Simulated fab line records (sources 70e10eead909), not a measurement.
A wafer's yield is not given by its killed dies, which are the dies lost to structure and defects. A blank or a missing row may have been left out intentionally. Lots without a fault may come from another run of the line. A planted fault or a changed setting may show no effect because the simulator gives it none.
fab line records    flow nandHarc
record: lots: 13  wafers: 39  lastDay: 32
route steps=1302 shown P_BONDPAD@352 END@1302
lots with no fault: from the same line, run without faults
startH: hours from the record's opening day to when the first of the lot's shown wafers began    waitH: time in hours since the lot's previous step    " repeats the value in the row above    L1.1+2: several wafers, shown together as one row    - no value, or no start was given    * or withheld: withheld    < > ~ a bound
route shown NAME@n: NAME is a module with steps in the file, n the number in the route of the first one    usual: mean/standard deviation of fault-free wafers    same: alike in all rows    chamber/n: place in a boat    sites: per-site readings    _std_site: the standard deviation of these    _edge_site: the outer-site mean with the inner-site mean subtracted    radiusMm: for every site, how far away it sits from the centre of the wafer    mask NAME#n: copy n    behind: the tool/chamber that last shaped the wafer    hold: reason for holding the lot/hours on hold/outcome of the hold    device: which transistor (n, p or np) failed to switch    end of line: the same wafers' tests at the end of the route    where a step has no rows: the recipe by itself    killed: count of dies lost to structure and defects at first sort (not the wafer's yield)    map: dies across one wafer; x = killed, . = not, _ = none there
set.NAME: the run value of the setting; set.NAME@STEP: its run value at that earlier step    model.NAME: the simulator's own value behind a step, which no gauge read
steps of the route over a sample of lots; a table a step, a row a wafer
services: a tool's chamber out of use, with start hour (startH, from the record's first day; less than 0 if before it), hours out, and reason
== steps ==
step: NHARC_P_BONDPAD_CMP_32
recipe: targetThkNm: 200  material: SiCN
usual: motorCurrentA: 11.6/1.1
lot.wafer  tool    chamber  startH  waitH  motorCurrentA
L550.4     cmp-03  0        141.38  -      9.9
L550.1     "       1        "       "      11.0
L550.6     "       3        "       "      12.5
L551.3     cmp-03  0        144.01  -      9.9
L551.6     "       0        "       "      10.1
L551.5     "       1        "       "      11.2
L552.3     cmp-01  3        153.99  -      12.7
L552.6     "       1        "       "      10.8
L552.5     "       2        "       "      11.1
L553.3     cmp-01  2        170.72  -      10.7
L553.2     "       1        "       "      11.0
L553.5     "       2        "       "      11.4
L555.2     cmp-03  2        185.89  0.5    10.2
L555.1     "       3        "       "      12.2
L555.4     "       1        "       "      11.3
L556.1     cmp-01  1        197.22  -      10.7
L556.3     "       0        "       "      11.5
L556.5     "       1        "       "      10.9
L558.1     cmp-01  0        216.38  -      11.5
L558.3     "       2        "       "      11.4
L558.5     "       0        "       "      11.3
L559.2     cmp-01  0        234.36  -      11.7
L559.6     "       0        "       "      11.0
L559.5     "       1        "       "      10.4
L560.3     cmp-03  2        240.30  -      10.1
L560.4     "       3        "       "      12.4
L560.5     "       1        "       "      11.2
L561.3     cmp-01  3        245.78  -      12.6
L561.4     "       0        "       "      11.1
L561.5     "       3        "       "      11.9
L562.2     cmp-03  3        250.59  -      13.5
L562.6     "       1        "       "      11.0
L562.5     "       2        "       "      11.3
L563.1     cmp-04  0        259.83  -      13.0
L563.4     "       1        "       "      13.5
L563.2     "       3        "       "      14.5
L570.1     cmp-01  3        340.38  -      12.6
L570.3     "       1        "       "      10.7
L570.5     "       3        "       "      12.1
step: NHARC_P_BONDPAD_THK_MEAS_33
recipe: thkMeasGauge: ellipsometry
usual: thkNm: 199.4/1.6
lot.wafer  tool          chamber  startH  waitH  thkNm
L550.1     filmMetro-02  -        141.58  0.1    199.0
L550.4     "             -        "       "      198.5
L550.6     "             -        "       "      198.3
L551.3     filmMetro-01  -        144.26  0.2    201.2
L551.5     "             -        "       "      199.8
L551.6     "             -        "       "      200.7
L552.3     filmMetro-01  -        154.19  0.2    200.9
L552.5     "             -        "       "      196.6
L552.6     "             -        "       "      198.3
L553.2     filmMetro-01  -        170.98  0.2    199.9
L553.3     "             -        "       "      196.9
L553.5     "             -        "       "      198.6
L555.1     filmMetro-02  -        186.14  0.2    200.3
L555.2     "             -        "       "      200.6
L555.4     "             -        "       "      199.9
L556.1     filmMetro-01  -        197.47  0.2    200.0
L556.3     "             -        "       "      197.7
L556.5     "             -        "       "      199.3
L558.1     filmMetro-01  -        216.63  0.2    201.6
L558.3     "             -        "       "      197.0
L558.5     "             -        "       "      200.6
L559.2     filmMetro-01  -        234.61  0.2    199.6
L559.5     "             -        "       "      200.7
L559.6     "             -        "       "      200.7
L560.3     filmMetro-02  -        240.51  0.2    198.6
L560.4     "             -        "       "      202.3
L560.5     "             -        "       "      198.0
L561.3     filmMetro-02  -        246.01  0.2    201.3
L561.4     "             -        "       "      201.3
L561.5     "             -        "       "      199.6
L562.2     filmMetro-01  -        250.80  0.2    201.3
L562.5     "             -        "       "      200.3
L562.6     "             -        "       "      197.9
L563.1     filmMetro-01  -        260.09  0.2    200.6
L563.2     "             -        "       "      203.8
L563.4     "             -        "       "      197.6
L570.1     filmMetro-02  -        340.61  0.2    197.2
L570.3     "             -        "       "      198.4
L570.5     "             -        "       "      199.2
step: NHARC_P_BONDPAD_ETCH_12
recipe: targetDepthA: 2000  timeS: 100  chf3FlowSccm: 50  o2FlowSccm: 10  arFlowSccm: 200  rfW: 500  biasW: 200  chemistry: CHF3/O2
usual: biasW: 200.1/0.56  drypumpMotorCurrentA: 5.5/0.5  oesProductAu: 0.939/0.025  rfVppV: 370.6/2  showerheadPlenumPTorr: 2.40/0.081  throttleValvePct: 20.573/0.0087
lot.wafer  tool        chamber  startH  waitH  biasW  drypumpMotorCurrentA  oesProductAu  rfHoursCounterH  rfVppV  showerheadPlenumPTorr  throttleValvePct
L550.1     rieDiel-09  2        -       -      200.0  6.6                   0.964         9.8              369.4   2.36                   20.568
L550.4     "           0        "       "      200.6  5.5                   0.975         8.8              371.0   2.34                   20.575
L550.6     "           2        "       "      200.0  6.6                   0.973         -                368.1   2.36                   20.569
L551.3     rieDiel-10  2        -       -      199.6  5.2                   0.976         1.1              374.2   2.52                   20.573
L551.6     "           2        "       "      199.0  5.3                   0.976         -                372.5   2.52                   20.571
L551.5     "           3        "       "      201.4  4.8                   0.952         -                372.4   2.46                   20.592
L552.3     rieDiel-08  2        -       -      200.2  6.0                   0.933         8.4              367.4   2.29                   20.584
L552.6     "           1        "       "      199.8  5.9                   0.913         -                372.9   2.49                   20.577
L552.5     "           2        "       "      199.6  6.0                   0.941         -                368.2   2.29                   20.571
L553.2     rieDiel-09  0        -       -      200.1  5.5                   0.916         1.4              368.5   2.34                   20.572
L553.3     "           2        "       "      200.4  6.6                   0.922         1.1              369.0   2.36                   20.578
L553.5     "           3        "       "      200.2  4.9                   0.914         -                373.7   2.52                   20.564
L555.2     rieDiel-09  2        -       -      200.4  6.6                   0.992         1.7              370.8   2.36                   20.580
L555.4     "           0        "       "      199.9  5.4                   0.960         1.9              371.3   2.34                   20.575
L555.1     "           1        "       "      200.0  5.5                   0.952         1.4              370.7   2.37                   20.576
L556.3     rieDiel-09  2        -       -      200.6  6.6                   0.966         2.6              371.1   2.36                   20.581
L556.1     "           0        "       "      199.2  5.4                   0.975         2.4              368.4   2.34                   20.570
L556.5     "           1        "       "      199.1  5.6                   0.961         -                367.8   2.37                   20.577
L558.1     rieDiel-10  2        -       -      199.3  5.2                   0.967         2.6              372.6   2.52                   20.572
L558.3     "           3        "       "      200.4  4.8                   0.945         3.3              371.4   2.46                   20.576
L558.5     "           2        "       "      199.8  5.3                   0.964         -                375.1   2.52                   20.564
L559.2     rieDiel-08  2        -       -      200.0  6.0                   0.910         0.5              367.0   2.29                   20.572
L559.6     "           0        "       "      199.6  5.5                   0.932         -                370.6   2.37                   20.585
L559.5     "           1        "       "      199.8  5.9                   0.917         -                372.0   2.49                   20.585
L560.4     rieDiel-08  2        -       -      200.0  6.0                   0.912         1.5              369.2   2.28                   20.584
L560.3     "           3        "       "      200.2  5.3                   0.933         1.5              366.6   2.26                   20.573
L560.5     "           0        "       "      200.3  5.5                   0.938         -                369.0   2.37                   20.557
L561.4     rieDiel-08  3        -       -      200.0  5.3                   0.935         1.7              368.0   2.26                   20.577
L561.3     "           0        "       "      200.0  5.5                   0.939         1.3              369.4   2.37                   20.573
L561.5     "           3        "       "      199.7  5.3                   0.925         -                367.2   2.26                   20.568
L562.2     rieDiel-10  0        -       -      200.6  5.7                   0.955         0.0              369.0   2.34                   20.574
L562.5     "           3        "       "      200.2  4.9                   0.970         -                372.9   2.46                   20.574
L562.6     "           0        "       "      199.0  5.7                   0.946         -                368.7   2.34                   20.553
L563.2     rieDiel-09  1        -       -      201.5  5.6                   0.893         6.2              369.4   2.37                   20.576
L563.4     "           2        "       "      200.8  6.6                   0.938         6.4              369.2   2.36                   20.567
L563.1     "           0        "       "      199.5  5.4                   0.919         6.3              370.4   2.34                   20.557
L570.3     rieDiel-10  0        -       -      200.1  5.7                   0.912         2.7              368.6   2.34                   20.575
L570.1     "           2        "       "      200.7  5.3                   0.932         2.8              374.1   2.52                   20.575
L570.5     "           3        "       "      200.4  4.9                   0.916         -                372.6   2.46                   20.576
step: NHARC_P_BONDPAD_PVD_17
recipe: targetThkA: 50  biasV: 168.6  powerW: 15000  chamberPressurePa: 0.12  timeS: 8.06  substrateTempC: 50  material: TaN
usual: throttleValvePct: 30.2/0.91  timeS: 8.06/0
lot.wafer  tool           chamber  startH  waitH  throttleValvePct  timeS
L550.1     pvdSputter-01  -        143.41  -      29.6              8.06
L550.4     "              -        "       "      30.8              8.06
L550.6     "              -        "       "      30.2              8.06
L551.3     pvdSputter-01  -        146.15  -      30.3              8.06
L551.5     "              -        "       "      31.0              8.06
L551.6     "              -        "       "      30.1              8.06
L552.3     pvdSputter-03  -        155.96  -      31.3              8.06
L552.5     "              -        "       "      31.4              8.06
L552.6     "              -        "       "      30.9              8.06
L553.2     pvdSputter-02  -        173.03  -      32.0              8.06
L553.3     "              -        "       "      29.2              8.06
L553.5     "              -        "       "      29.4              8.06
L555.2     pvdSputter-02  -        188.02  -      31.9              8.06
L555.1     "              -        "       "      29.0              8.06
L555.4     "              -        "       "      30.9              8.06
L556.1     pvdSputter-01  -        199.32  -      28.8              8.06
L556.3     "              -        "       "      31.3              8.06
L556.5     "              -        "       "      30.0              8.06
L558.3     pvdSputter-03  -        218.47  -      31.3              8.06
L558.1     "              -        "       "      31.0              8.06
L558.5     "              -        "       "      31.3              8.06
L559.2     pvdSputter-01  -        236.51  -      29.5              8.06
L559.6     "              -        "       "      30.8              8.06
L559.5     "              -        "       "      29.3              8.06
L560.4     pvdSputter-03  -        242.35  -      31.3              8.06
L560.3     "              -        "       "      29.4              8.06
L560.5     "              -        "       "      30.6              8.06
L561.3     pvdSputter-03  -        247.79  -      31.0              8.06
L561.4     "              -        "       "      30.9              8.06
L561.5     "              -        "       "      29.4              8.06
L562.2     pvdSputter-01  -        252.67  -      29.5              8.06
L562.6     "              -        "       "      29.2              8.06
L562.5     "              -        "       "      30.7              8.06
L563.2     pvdSputter-01  -        261.92  -      29.3              8.06
L563.1     "              -        "       "      29.3              8.06
L563.4     "              -        "       "      30.6              8.06
L570.3     pvdSputter-01  -        342.32  -      29.5              9.8407
L570.1     "              -        "       "      30.8              9.8407
L570.5     "              -        "       "      29.0              9.8407
step: NHARC_END_SORT_01
recipe: tempC: 25
usual: defectLimitedYield: 91.1/2.8  killedAtArray: 55/19  killedAtOther: 0.9/1.4  killedAtPeriphery: 3.8/2.9  killedDies: 60/19  killedOpen: 3.3/1.8  killedShort: 2.6/1.6
same: grossDies: 677
lot.wafer  tool       chamber  startH  waitH  defectLimitedYield[%]  killedAtArray  killedAtOther  killedAtPeriphery  killedDies  killedOpen  killedShort
L551.3     prober-02  0        570.82  3.1    88.3                   72             2              5                  79          1           0
L551.5     prober-02  0        572.39  3.7    88.5                   76             0              2                  78          7           1
L551.6     prober-02  0        573.18  3.9    86.6                   86             0              5                  91          0           5
L550.1     prober-01  0        579.93  2.5    95.6                   28             0              2                  30          3           6
L550.4     prober-01  0        582.31  3.4    96.6                   20             0              3                  23          4           4
L550.6     prober-01  0        583.90  4.0    96.8                   20             1              1                  22          3           2
L552.3     prober-01  0        590.26  3.1    89.5                   69             2              0                  71          2           3
L552.5     prober-01  0        591.86  3.7    87.4                   79             2              4                  85          4           4
L552.6     prober-01  0        592.65  4.0    89.8                   69             0              0                  69          4           3
L553.2     prober-02  0        601.11  2.8    92.0                   49             1              4                  54          3           2
L553.3     prober-02  0        601.92  3.1    92.5                   46             1              4                  51          3           2
L553.5     prober-02  0        603.53  3.7    90.7                   59             1              3                  63          2           6
L556.1     prober-01  0        623.94  2.5    93.1                   42             2              3                  47          2           2
L556.3     prober-01  0        625.55  3.1    91.6                   53             0              4                  57          3           4
L556.5     prober-01  0        627.17  3.7    93.6                   41             0              2                  43          6           4
L555.1     prober-02  0        623.96  2.5    86.6                   79             1              11                 91          3           3
L555.2     prober-02  0        624.76  2.8    87.4                   83             0              2                  85          2           3
L555.4     prober-02  0        626.35  3.4    86.6                   85             0              6                  91          4           2
L558.1     prober-01  0        653.44  2.5    95.9                   25             2              1                  28          2           3
L558.3     prober-01  0        655.04  3.1    93.5                   30             3              11                 44          3           2
L558.5     prober-01  0        656.64  3.7    93.4                   40             1              4                  45          4           1
L559.2     prober-01  0        668.68  2.8    90.4                   63             0              2                  65          3           2
L559.5     prober-01  0        671.09  3.7    90.0                   67             0              1                  68          5           1
L559.6     prober-01  0        671.89  4.0    88.6                   74             0              3                  77          2           1
L562.2     prober-02  0        668.71  2.8    92.6                   40             0              10                 50          3           4
L562.5     prober-02  0        671.09  3.7    93.8                   33             0              9                  42          2           5
L562.6     prober-02  0        671.88  4.0    94.1                   33             1              6                  40          5           2
L561.3     prober-02  0        688.99  3.1    88.5                   70             3              5                  78          7           1
L561.4     prober-02  0        689.78  3.4    89.2                   67             1              5                  73          4           1
L561.5     prober-02  0        690.57  3.6    87.9                   77             1              4                  82          3           1
L560.3     prober-01  0        689.01  3.1    92.5                   50             0              1                  51          2           3
L560.4     prober-01  0        689.80  3.4    94.8                   30             0              5                  35          2           2
L560.5     prober-01  0        690.60  3.7    93.1                   44             0              3                  47          8           0
L563.1     prober-02  0        698.39  2.5    91.0                   55             1              5                  61          3           4
L563.2     prober-02  0        699.17  2.8    92.2                   48             0              5                  53          3           2
L563.4     prober-02  0        700.75  3.4    92.6                   48             0              2                  50          0           1
L570.1     prober-01  0        761.88  2.5    94.7                   28             2              6                  36          3           1
L570.3     prober-01  0        763.48  3.1    91.7                   47             5              4                  56          4           2
L570.5     prober-01  0        765.07  3.7    92.5                   40             0              11                 51          7           2
killed by level:class
L551.3 A_CHANNEL_HOLE_D1:chamberFilmFlake=30 A_CHANNEL_HOLE_D2:chamberFilmFlake=26 A_STAIRCASE:chamberFilmFlake=8 P_ZERO_WELL:chamberFilmFlake=3 A_M0:chamberFilmFlake=3 A_WL_FILL:chamberFilmFlake=2 THIN_TSV:chamberFilmFlake=2 P_CONTACT:geometricParticle:open=1
L551.5 A_CHANNEL_HOLE_D1:chamberFilmFlake=36 A_CHANNEL_HOLE_D2:chamberFilmFlake=19 A_STAIRCASE:chamberFilmFlake=7 A_CHANNEL_FILL_D1:chamberFilmFlake=4 A_WL_FILL:geometricParticle:open=3 A_WL_FILL:chamberFilmFlake=2 P_M0:geometricParticle:open=1 A_ONON_D1:geometricParticle:open=1
L551.6 A_CHANNEL_HOLE_D1:chamberFilmFlake=35 A_CHANNEL_HOLE_D2:chamberFilmFlake=29 A_WL_FILL:chamberFilmFlake=7 A_STAIRCASE:chamberFilmFlake=4 A_M0:chamberFilmFlake=3 A_CONTACT:chamberFilmFlake=3 P_ZERO_WELL:chamberFilmFlake=2 A_ZERO_WELL:chamberFilmFlake=2
L550.1 A_CONTACT:chamberFilmFlake=7 A_CHANNEL_HOLE_D2:chamberFilmFlake=5 A_CHANNEL_FILL_D2:chamberFilmFlake=4 A_ONON_D1:geometricParticle:short=3 A_STAIRCASE:chamberFilmFlake=2 P_CONTACT:geometricParticle:open=1 A_SOURCE_PLATE:geometricParticle:short=1 A_ONON_D2:geometricParticle:open=1
L550.4 A_STAIRCASE:chamberFilmFlake=5 A_CHANNEL_HOLE_D2:chamberFilmFlake=4 A_CHANNEL_HOLE_D1:chamberFilmFlake=2 A_CONTACT:chamberFilmFlake=2 P_M0:chamberFilmFlake=1 P_M2:geometricParticle:open=1 P_M2:geometricParticle:short=1 A_CHANNEL_FILL_D1:geometricParticle:open=1
L550.6 A_STAIRCASE:chamberFilmFlake=6 A_CHANNEL_HOLE_D2:chamberFilmFlake=5 A_CONTACT:chamberFilmFlake=2 P_M2:geometricParticle:open=1 A_SOURCE_PLATE:geometricParticle:short=1 A_ONON_D1:geometricParticle:open=1 A_WL_FILL:geometricParticle:short=1 A_M1:geometricParticle:open=1
L552.3 A_CHANNEL_HOLE_D1:chamberFilmFlake=30 A_CHANNEL_HOLE_D2:chamberFilmFlake=14 A_CONTACT:chamberFilmFlake=9 A_SGD_CUT:chamberFilmFlake=5 A_STAIRCASE:chamberFilmFlake=4 A_ONON_D1:geometricParticle:short=1 A_SGD_CUT:geometricParticle:open=1 A_WL_FILL:geometricParticle:open=1
L552.5 A_CHANNEL_HOLE_D2:chamberFilmFlake=32 A_CHANNEL_HOLE_D1:chamberFilmFlake=31 A_CHANNEL_FILL_D1:chamberFilmFlake=3 P_M1:geometricParticle:open=2 A_STAIRCASE:chamberFilmFlake=2 A_SGD_CUT:chamberFilmFlake=2 A_CONTACT:chamberFilmFlake=2 THIN_TSV:chamberFilmFlake=2
L552.6 A_CHANNEL_HOLE_D1:chamberFilmFlake=27 A_CHANNEL_HOLE_D2:chamberFilmFlake=24 A_CONTACT:chamberFilmFlake=6 A_SGD_CUT:chamberFilmFlake=3 A_ONON_D1:geometricParticle:open=1 A_CHANNEL_HOLE_D1:geometricParticle:open=1 A_CHANNEL_FILL_D1:geometricParticle:short=1 A_DECK1_JOINT:geometricParticle:short=1
L553.2 A_CHANNEL_HOLE_D1:chamberFilmFlake=29 A_CHANNEL_HOLE_D2:chamberFilmFlake=9 A_STAIRCASE:chamberFilmFlake=5 P_ZERO_WELL:chamberFilmFlake=2 P_CONTACT:geometricParticle:short=1 A_SOURCE_PLATE:geometricParticle:open=1 A_ONON_D1:geometricParticle:short=1 A_DECK1_JOINT:geometricParticle:open=1
L553.3 A_CHANNEL_HOLE_D1:chamberFilmFlake=27 A_CHANNEL_HOLE_D2:chamberFilmFlake=11 A_STAIRCASE:chamberFilmFlake=3 P_CONTACT:geometricParticle:short=1 A_CHANNEL_FILL_D2:geometricParticle:open=1 A_SGD_CUT:geometricParticle:open=1 A_WL_FILL:geometricParticle:open=1 STARTING-WAFER:geometricParticle:short=1
L553.5 A_CHANNEL_HOLE_D1:chamberFilmFlake=32 A_CHANNEL_HOLE_D2:chamberFilmFlake=8 A_STAIRCASE:chamberFilmFlake=7 A_DECK1_JOINT:chamberFilmFlake=3 P_GATE:geometricParticle:open=2 A_ONON_D2:geometricParticle:short=2 A_CHANNEL_FILL_D2:chamberFilmFlake=2 A_CHANNEL_FILL_D1:geometricParticle:short=1
L556.1 A_CHANNEL_HOLE_D2:chamberFilmFlake=25 A_CHANNEL_HOLE_D1:chamberFilmFlake=9 P_ZERO_WELL:chamberFilmFlake=2 THIN_TSV:chamberFilmFlake=2 A_CHANNEL_HOLE_D1:geometricParticle:short=1 A_CHANNEL_HOLE_D2:geometricParticle:short=1 A_CONTACT:geometricParticle:open=1 A_BLC:geometricParticle:open=1
L555.1 A_CHANNEL_HOLE_D1:chamberFilmFlake=37 A_SLIT:chamberFilmFlake=18 A_CHANNEL_HOLE_D2:chamberFilmFlake=6 A_CONTACT:chamberFilmFlake=6 A_ZERO_WELL:chamberFilmFlake=4 P_ZERO_WELL:chamberFilmFlake=3 P_M2:chamberFilmFlake=3 A_BLC:chamberFilmFlake=3
L555.2 A_CHANNEL_HOLE_D1:chamberFilmFlake=34 A_SLIT:chamberFilmFlake=25 A_CHANNEL_HOLE_D2:chamberFilmFlake=6 A_BLC:chamberFilmFlake=4 A_WL_FILL:chamberFilmFlake=3 A_WL_FILL:geometricParticle:short=2 A_ZERO_WELL:chamberFilmFlake=2 A_CHANNEL_FILL_D2:chamberFilmFlake=2
L556.3 A_CHANNEL_HOLE_D2:chamberFilmFlake=34 P_GATE:chamberFilmFlake=3 A_CHANNEL_HOLE_D1:chamberFilmFlake=3 A_CHANNEL_FILL_D2:chamberFilmFlake=3 A_STAIRCASE:chamberFilmFlake=3 A_ONON_D2:geometricParticle:short=2 A_SLIT:chamberFilmFlake=2 A_ONON_D1:geometricParticle:short=1
L555.4 A_CHANNEL_HOLE_D1:chamberFilmFlake=33 A_SLIT:chamberFilmFlake=21 A_CHANNEL_HOLE_D2:chamberFilmFlake=11 P_CONTACT:chamberFilmFlake=4 A_BLC:chamberFilmFlake=4 A_CONTACT:chamberFilmFlake=3 A_ZERO_WELL:chamberFilmFlake=2 A_DECK1_JOINT:chamberFilmFlake=2
L556.5 A_CHANNEL_HOLE_D2:chamberFilmFlake=23 A_STAIRCASE:chamberFilmFlake=4 A_DECK1_JOINT:chamberFilmFlake=3 A_CHANNEL_HOLE_D1:chamberFilmFlake=2 P_CONTACT:geometricParticle:short=1 P_M0:geometricParticle:open=1 A_ONON_D1:geometricParticle:open=1 A_CHANNEL_FILL_D1:geometricParticle:open=1
L558.1 A_CHANNEL_HOLE_D2:chamberFilmFlake=10 A_STAIRCASE:chamberFilmFlake=3 A_CHANNEL_HOLE_D1:chamberFilmFlake=2 A_WL_FILL:chamberFilmFlake=2 A_CONTACT:chamberFilmFlake=2 THIN_TSV:chamberFilmFlake=2 A_M1:chamberFilmFlake=2 P_M0:geometricParticle:open=1
L558.3 A_CHANNEL_HOLE_D2:chamberFilmFlake=11 P_GATE:chamberFilmFlake=5 A_STAIRCASE:chamberFilmFlake=4 A_SLIT:chamberFilmFlake=3 A_WL_FILL:chamberFilmFlake=3 THIN_TSV:chamberFilmFlake=3 P_ZERO_WELL:chamberFilmFlake=2 A_CHANNEL_HOLE_D1:chamberFilmFlake=2
L558.5 A_CHANNEL_HOLE_D2:chamberFilmFlake=14 A_CHANNEL_HOLE_D1:chamberFilmFlake=6 A_SLIT:chamberFilmFlake=5 P_M2:chamberFilmFlake=3 A_WL_FILL:chamberFilmFlake=3 A_STAIRCASE:chamberFilmFlake=2 A_CONTACT:chamberFilmFlake=2 A_ONON_D1:geometricParticle:open=1
L559.2 A_CHANNEL_HOLE_D1:chamberFilmFlake=27 A_SLIT:chamberFilmFlake=25 A_CONTACT:chamberFilmFlake=5 A_CHANNEL_FILL_D2:geometricParticle:short=2 A_BLC:chamberFilmFlake=2 P_M0:geometricParticle:open=1 A_WL_FILL:geometricParticle:open=1 A_BLC:geometricParticle:open=1
L562.2 A_CHANNEL_HOLE_D2:chamberFilmFlake=12 A_SLIT:chamberFilmFlake=6 P_BONDPAD:chamberFilmFlake=5 A_CHANNEL_HOLE_D1:chamberFilmFlake=5 A_CONTACT:chamberFilmFlake=5 A_ONON_D1:geometricParticle:short=2 P_ZERO_WELL:chamberFilmFlake=2 A_STAIRCASE:chamberFilmFlake=2
L559.5 A_CHANNEL_HOLE_D1:chamberFilmFlake=33 A_SLIT:chamberFilmFlake=22 A_CHANNEL_HOLE_D2:chamberFilmFlake=3 A_CONTACT:chamberFilmFlake=3 A_BLC:geometricParticle:open=2 A_CHANNEL_HOLE_D1:geometricParticle:open=1 A_ONON_D2:geometricParticle:short=1 A_CHANNEL_FILL_D2:geometricParticle:open=1
L562.5 A_CHANNEL_HOLE_D2:chamberFilmFlake=14 P_GATE:chamberFilmFlake=5 A_CHANNEL_HOLE_D1:chamberFilmFlake=4 A_STAIRCASE:chamberFilmFlake=3 A_CONTACT:chamberFilmFlake=3 A_CHANNEL_FILL_D1:geometricParticle:short=2 P_M2:chamberFilmFlake=2 A_SLIT:chamberFilmFlake=2
L562.6 A_CHANNEL_HOLE_D2:chamberFilmFlake=13 P_BONDPAD:chamberFilmFlake=5 A_CHANNEL_HOLE_D1:chamberFilmFlake=5 A_CONTACT:chamberFilmFlake=4 A_SLIT:chamberFilmFlake=3 P_M0:geometricParticle:open=1 A_ONON_D1:geometricParticle:open=1 A_CHANNEL_FILL_D2:geometricParticle:short=1
L559.6 A_CHANNEL_HOLE_D1:chamberFilmFlake=35 A_SLIT:chamberFilmFlake=28 A_CONTACT:chamberFilmFlake=5 P_STI:chamberFilmFlake=2 A_CHANNEL_HOLE_D2:chamberFilmFlake=2 P_CONTACT:geometricParticle:open=1 A_ONON_D1:geometricParticle:open=1 A_CHANNEL_FILL_D2:geometricParticle:short=1
L561.3 A_CHANNEL_HOLE_D1:chamberFilmFlake=37 A_SLIT:chamberFilmFlake=21 THIN_TSV:chamberFilmFlake=3 A_DECK1_JOINT:geometricParticle:open=2 A_CONTACT:chamberFilmFlake=2 P_GATE:geometricParticle:open=1 P_CONTACT:geometricParticle:open=1 P_M1:geometricParticle:open=1
L560.3 A_SLIT:chamberFilmFlake=35 A_CHANNEL_HOLE_D1:chamberFilmFlake=6 A_STAIRCASE:chamberFilmFlake=2 P_M0:geometricParticle:open=1 A_ONON_D1:geometricParticle:open=1 A_CHANNEL_FILL_D1:geometricParticle:short=1 A_DECK1_JOINT:geometricParticle:short=1 A_WL_FILL:geometricParticle:short=1
L561.4 A_SLIT:chamberFilmFlake=28 A_CHANNEL_HOLE_D1:chamberFilmFlake=22 A_CONTACT:chamberFilmFlake=6 A_STAIRCASE:chamberFilmFlake=3 P_GATE:chamberFilmFlake=2 A_DECK1_JOINT:chamberFilmFlake=2 A_WL_FILL:chamberFilmFlake=2 P_STI:geometricParticle:open=1
L560.4 A_SLIT:chamberFilmFlake=21 A_STAIRCASE:chamberFilmFlake=4 A_CHANNEL_HOLE_D1:chamberFilmFlake=3 P_CONTACT:geometricParticle:open=2 P_GATE:chamberFilmFlake=2 P_CONTACT:geometricParticle:short=1 A_SGD_CUT:geometricParticle:short=1 A_DECK1_JOINT:chamberFilmFlake=1
L561.5 A_SLIT:chamberFilmFlake=35 A_CHANNEL_HOLE_D1:chamberFilmFlake=26 A_CONTACT:chamberFilmFlake=3 A_CHANNEL_FILL_D1:chamberFilmFlake=2 A_DECK1_JOINT:chamberFilmFlake=2 A_STAIRCASE:chamberFilmFlake=2 A_WL_FILL:chamberFilmFlake=2 P_GATE:geometricParticle:open=1
L560.5 A_SLIT:chamberFilmFlake=28 A_CHANNEL_HOLE_D1:chamberFilmFlake=5 A_STAIRCASE:chamberFilmFlake=4 P_CONTACT:geometricParticle:open=1 P_M0:geometricParticle:open=1 A_ONON_D1:geometricParticle:open=1 A_DECK1_JOINT:geometricParticle:open=1 A_CHANNEL_HOLE_D2:geometricParticle:open=1
L563.1 A_SLIT:chamberFilmFlake=25 A_CHANNEL_HOLE_D2:chamberFilmFlake=10 A_CHANNEL_HOLE_D1:chamberFilmFlake=7 P_GATE:chamberFilmFlake=3 A_CHANNEL_FILL_D1:chamberFilmFlake=3 A_WL_FILL:chamberFilmFlake=2 A_CONTACT:chamberFilmFlake=2 P_GATE:geometricParticle:open=1
L563.2 A_SLIT:chamberFilmFlake=24 A_CHANNEL_HOLE_D2:chamberFilmFlake=10 A_CHANNEL_HOLE_D1:chamberFilmFlake=4 P_GATE:chamberFilmFlake=3 P_GATE:geometricParticle:open=2 A_STAIRCASE:chamberFilmFlake=2 A_CONTACT:chamberFilmFlake=2 A_CHANNEL_FILL_D1:geometricParticle:short=1
L563.4 A_SLIT:chamberFilmFlake=23 A_CHANNEL_HOLE_D2:chamberFilmFlake=10 A_CHANNEL_HOLE_D1:chamberFilmFlake=7 A_CHANNEL_FILL_D1:chamberFilmFlake=3 A_STAIRCASE:chamberFilmFlake=3 P_GATE:chamberFilmFlake=2 A_SGD_CUT:geometricParticle:short=1 A_CONTACT:chamberFilmFlake=1
L570.1 A_SLIT:chamberFilmFlake=18 P_CONTACT:chamberFilmFlake=4 A_BLC:geometricParticle:open=2 THIN_TSV:chamberFilmFlake=2 P_CONTACT:geometricParticle:short=1 A_DECK1_JOINT:geometricParticle:open=1 P_BONDPAD:chamberFilmFlake=1 A_ZERO_WELL:chamberFilmFlake=1
L570.3 A_SLIT:chamberFilmFlake=37 THIN_TSV:chamberFilmFlake=5 A_CHANNEL_HOLE_D1:unspecified=4 A_CHANNEL_HOLE_D1:chamberFilmFlake=2 P_CONTACT:geometricParticle:short=1 P_CONTACT:geometricParticle:open=1 P_M1:geometricParticle:open=1 A_CHANNEL_HOLE_D2:geometricParticle:open=1
L570.5 A_SLIT:chamberFilmFlake=23 P_CONTACT:chamberFilmFlake=5 A_M0:geometricParticle:open=2 P_ZERO_WELL:chamberFilmFlake=2 A_CHANNEL_HOLE_D1:unspecified=2 A_CHANNEL_HOLE_D1:chamberFilmFlake=2 A_DECK1_JOINT:chamberFilmFlake=2 A_CONTACT:chamberFilmFlake=2
== services ==
tool           chamber  startH  hours  kind
rieDiel-10     -        122.26  5.2    repair
pvdSputter-01  -        132.29  1.2    repair
rieDiel-09     -        136.85  0.6    repair
rieDiel-09     -        143.10  9.0    pm
cmp-01         -        143.32  2.1    repair
cmp-03         -        157.54  1.9    repair
pvdSputter-01  -        166.44  7.9    repair
cmp-03         -        171.95  1.4    repair
cmp-01         -        173.96  0.4    repair
cmp-03         -        174.63  4.0    pm
cmp-01         -        187.71  4.0    pm
cmp-03         -        221.19  0.5    repair
cmp-03         -        222.58  5.9    repair
pvdSputter-01  -        226.04  10.0   pm
rieDiel-09     3        239.71  6.7    repair
rieDiel-09     0        246.91  4.1    repair
cmp-01         -        262.57  2.6    repair
cmp-03         -        272.63  4.0    pm
cmp-03         -        278.36  1.0    repair
cmp-01         -        285.71  4.0    pm
rieDiel-09     2        296.37  13.2   repair
cmp-03         -        301.44  0.4    repair
rieDiel-09     -        320.10  9.0    pm
cmp-03         -        339.98  2.3    repair
== key ==
firstSign: step: NHARC_P_BONDPAD_PVD_17  reading: timeS  direction: up  sigmas: 99+  usual: *  struck: *
effect none on later readings
metAt NHARC_P_BONDPAD_PVD_17
struckLots L570
notActingAt NHARC_P_BONDPAD_CMP_32,NHARC_P_BONDPAD_THK_MEAS_33,NHARC_P_BONDPAD_ETCH_12
onsetBetween 261.92 342.32
fault: kind: processParameterDrift  tool: pvdSputter-01  chamber: -  onsetH: 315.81  steps: NHARC_P_BONDPAD_PVD_17  channel: timeS  offset: *  shape: step  endH: 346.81  actsIn: *  stated: *
